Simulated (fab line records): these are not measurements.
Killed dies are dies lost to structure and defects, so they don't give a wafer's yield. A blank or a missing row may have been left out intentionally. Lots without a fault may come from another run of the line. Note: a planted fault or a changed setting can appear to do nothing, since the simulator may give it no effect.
The tool behind it: which one?    flow nand-harc    12 lots with 36 wafers sampled at 6 steps, on a route of 1159 steps

## WHAT EACH GAUGE READ, for each wafer
NHARC_P_M0_INSPECT_11. Usual: raw-defect-count at 3.9, with a standard deviation of 2.3.
lot   measured      on                 raw-defect-count  flag
L693  day 5 23:14   defect-inspect-02  0 1 1             
L694  day 6 08:24   defect-inspect-01  3 2 1             
L700  day 7 10:52   defect-inspect-01  2 3 4             
L699  day 7 11:43   defect-inspect-02  3 2 4             
L698  day 7 12:25   defect-inspect-02  3 2 2             
L703  day 8 03:38   defect-inspect-02  848 897 837       OFF
L706  day 9 00:10   defect-inspect-01  847 816 865       OFF
L707  day 9 22:52   defect-inspect-01  879 823 813       OFF
L713  day 10 14:46  defect-inspect-02  3 4 11            
L712  day 10 16:46  defect-inspect-01  6 5 4             
L711  day 10 16:55  defect-inspect-02  2 3 4             
L714  day 11 05:53  defect-inspect-01  2 3 5             

NHARC_END_SORT_01. Usual: defect-limited-yield 95.7 %, standard deviation 1.5; killed-at-array 25, standard deviation 9.5; killed-at-other 0.8, standard deviation 1.2; killed-at-periphery 3.4, standard deviation 2.2; killed-dies 29, standard deviation 10; killed-open 3.3, standard deviation 1.8; killed-short 2.1, standard deviation 1.4; sort_bin_2_pct 1.4 %, standard deviation 0.63; sort_bin_3_pct 0.22 %, standard deviation 0.2; sort_bin_4_pct 2.7 %, standard deviation 0.96; sort-n-pass 648, standard deviation 10; sort-rim-yield-pct 95.6 %, standard deviation 2.8; sort-yield-pct 95.7 %, standard deviation 1.5.
lot   measured      on         defect-limited-yield (%)  killed-at-array  killed-at-other  killed-at-periphery  killed-dies  killed-open  killed-short  sort_bin_2_pct (%)  sort_bin_3_pct (%)  sort_bin_4_pct (%)  sort-n-pass  sort-rim-yield-pct (%)  sort-yield-pct (%)  flag
L703  day 22 00:49  prober-02  81.1 81.2 79.8            27 34 42         0 0 0            101 93 95            128 127 137  0 3 3        0 2 3         7.5 7.5 8.4         5.02 5.02 4.87      6.4 6.2 6.9         549 550 540  94.3 98.1 96.2          81.1 81.2 79.8      OFF
L706  day 22 06:58  prober-02  80.5 83.8 82.3            29 13 14         0 0 0            103 97 106           132 110 120  6 4 3        3 0 3         7.8 6.8 7.4         4.87 4.73 3.84      6.8 4.7 6.5         545 567 557  96.2 98.1 95.3          80.5 83.8 82.3      OFF
L707  day 23 19:14  prober-01  79.5 81.4 80.5            34 30 24         1 4 4            104 92 104           139 126 132  2 1 2        4 1 3         7.4 8.0 7.2         5.02 3.69 5.17      8.1 6.9 7.1         538 551 545  93.4 97.2 95.3          79.5 81.4 80.5      OFF
L711  day 24 07:02  prober-02  95.0 95.6 94.4            32 30 37         0 0 1            2 0 0                34 30 38     2 3 6        5 1 1         1.8 1.0 1.5         0.74 0.30 0.30      2.5 3.1 3.8         643 647 639  99.1 95.3 95.3          95.0 95.6 94.4      

## WHICH TOOL RAN EACH LOT (tool, then ch and the chambers of the sampled wafers, then the start)
lot   NHARC_P_CONTACT_ETCH_18                        NHARC_P_CONTACT_CMP_24         NHARC_P_M0_DEP_00                NHARC_P_M0_DEGAS_28
L693  rie-diel-02 ch 0,1,3, day 5 21:58 or earlier   cmp-04 ch 0,1, day 5 21:58     pecvd-04 ch 0,1,2, day 5 22:30   pvd-sputter-02, day 6 00:14
L694  rie-diel-07 ch 0,2,3, day 6 06:58 or earlier   cmp-01 ch 0,2, day 6 06:58     pecvd-04 ch 1,2, day 6 07:28     pvd-sputter-01, day 6 09:24
L700  rie-diel-02 ch 0,1,3, day 7 09:26 or earlier   cmp-04 ch 1,2,3, day 7 09:26   pecvd-04 ch 0,2, day 7 09:54     pvd-sputter-01, day 7 11:51
L699  rie-diel-02 ch 1,2,3, day 7 10:24 or earlier   cmp-04 ch 0,1, day 7 10:24     pecvd-03 ch 1,2, day 7 10:52     pvd-sputter-03, day 7 12:42
L698  rie-diel-13 ch 0,1,3, day 7 10:58 or earlier   cmp-04 ch 1,2, day 7 10:58     pecvd-03 ch 0,1, day 7 11:32     pvd-sputter-03, day 7 13:23
L703  rie-diel-13 ch 0,3, day 8 02:00 or earlier     cmp-01 ch 0,3, day 8 02:00     pecvd-04 ch 0,2, day 8 02:40     pvd-sputter-03, day 8 04:38
L706  rie-diel-13 ch 1,3, day 8 22:44 or earlier     cmp-01 ch 0,1,2, day 8 22:44   pecvd-04 ch 1,2, day 8 23:15     pvd-sputter-01, day 9 01:10
L707  rie-diel-07 ch 2,3, day 9 21:35 or earlier     cmp-01 ch 0,2,3, day 9 21:35   pecvd-04 ch 0,1,2, day 9 22:02   pvd-sputter-03, day 9 23:54
L713  rie-diel-02 ch 0,2,3, day 10 13:21 or earlier  cmp-01 ch 1,2,3, day 10 13:21  pecvd-03 ch 1,2, day 10 13:50    pvd-sputter-01, day 10 15:47
L712  rie-diel-02 ch 0,3, day 10 15:25 or earlier    cmp-04 ch 0,2,3, day 10 15:25  pecvd-02 ch 0,1, day 10 15:53    pvd-sputter-02, day 10 17:48
L711  rie-diel-13 ch 0,1,3, day 10 15:20 or earlier  cmp-01 ch 0,1,2, day 10 15:20  pecvd-03 ch 0,1,2, day 10 15:48  pvd-sputter-03, day 10 17:57
L714  rie-diel-13 ch 0,2,3, day 11 04:32 or earlier  cmp-04 ch 1,2,3, day 11 04:32  pecvd-02 ch 1,2, day 11 05:03    pvd-sputter-02, day 11 06:53
- NHARC_P_CONTACT_ETCH_18: etches the open film in C4F8/O2/Ar, target depth 481 nm, time 240.5 s.
- NHARC_P_CONTACT_CMP_24: polishes, t overpolish 30 s, target thk 200 nm.
- NHARC_P_M0_DEP_00: deposits SiOC, target thk 150 nm.
- NHARC_P_M0_DEGAS_28: time 60 s.

## WHAT THE TOOLS THEMSELVES READ (means of the sampled wafers that have a number; where no wafer has one, the mark that the record gives instead)
NHARC_P_CONTACT_ETCH_18. Usual: oes-product-au 0.963 a.u., standard deviation 0.017; rf-vpp-V 981 V, standard deviation 5.5.
lot   tool         oes-product-au (a.u.)  rf-vpp-V (V)  flag
L693  rie-diel-02  0.971                  982           
L694  rie-diel-07  0.976                  984           
L700  rie-diel-02  0.964                  983           
L699  rie-diel-02  0.961                  979           
L698  rie-diel-13  0.967                  984           
L703  rie-diel-13  0.973                  984           
L706  rie-diel-13  0.951                  987           
L707  rie-diel-07  0.981                  987           
L713  rie-diel-02  0.968                  983           
L712  rie-diel-02  0.962                  986           
L711  rie-diel-13  0.965                  983           
L714  rie-diel-13  0.960                  980           

NHARC_P_CONTACT_CMP_24. Usual: edge-zone-pressure-frac 1.001, standard deviation 0.0051; motor-current-A 12.4 A, standard deviation 1.4; overpolish-run-s 30.000 s, standard deviation 0.0088; time-to-endpoint-s 40 s, standard deviation 3.
lot   tool    edge-zone-pressure-frac  motor-current-A (A)  overpolish-run-s (s)  time-to-endpoint-s (s)  flag
L693  cmp-04  0.999                    12.3                 30.002                43                      
L694  cmp-01  1.001                    11.1                 29.996                40                      
L700  cmp-04  1.002                    11.7                 29.992                39                      
L699  cmp-04  0.996                    12.1                 30.003                42                      
L698  cmp-04  1.000                    11.9                 29.996                38                      
L703  cmp-01  0.991                    12.4                 30.007                37                      
L706  cmp-01  0.996                    12.0                 29.998                39                      
L707  cmp-01  1.004                    11.8                 30.011                39                      
L713  cmp-01  1.003                    13.5                 30.004                38                      
L712  cmp-04  0.996                    12.0                 30.006                42                      
L711  cmp-01  1.006                    12.7                 30.004                47                      
L714  cmp-04  1.001                    11.5                 30.003                43                      

NHARC_P_M0_DEGAS_28. Usual: heater-power-w at 350 W, with a standard deviation of 40.
lot   tool            heater-power-w (W)  flag
L693  pvd-sputter-02  363                 
L694  pvd-sputter-01  330                 
L700  pvd-sputter-01  352                 
L699  pvd-sputter-03  365                 
L698  pvd-sputter-03  409                 
L703  pvd-sputter-03  328                 
L706  pvd-sputter-01  342                 
L707  pvd-sputter-03  374                 
L713  pvd-sputter-01  342                 
L712  pvd-sputter-02  347                 
L711  pvd-sputter-03  365                 
L714  pvd-sputter-02  336                 

## THE ANSWER, worked out from the rows above alone
Rule: take the mean of a lot's wafers that have a number; if it is more than 3 standard deviations from the usual mean, the lot is off. A lot without any number at a reading at which 4 lots or more have one is off too. The other lots that the step has rows for count as sound. After the gauges, taken in route order, come the tools' own readings; for these a lot's mean is taken, as printed above. At the first step where some lot is off, the reading lying furthest off is the one used; lots without a number count as furthest.
Off at NHARC_P_M0_INSPECT_11 (raw-defect-count): L703, L706, L707.
A tool fits if, at a process step before that reading, it ran every lot that is off, and no sound lot after the first of them. Not tried: the gauges at NHARC_P_M0_INSPECT_11; whatever is off there is also off at NHARC_END_SORT_01, on other tools, and gauge error can't account for it. NHARC_P_CONTACT_ETCH_18: start missing for some lots; hours and lot order therefore follow NHARC_P_CONTACT_CMP_24. One candidate fits, namely pecvd-04 at NHARC_P_M0_DEP_00. A fault onset in the window from L700 (day 7 09:54, its last sound lot) to L703 (day 8 02:40, its first lot off) fits.

## WHAT THE SIMULATOR HAD PUT IN
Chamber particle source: pecvd-04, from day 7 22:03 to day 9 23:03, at NHARC_P_M0_DEP_00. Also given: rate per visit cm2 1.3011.
Lots struck among those shown: L703, L706, L707. Same finding as the rule above.
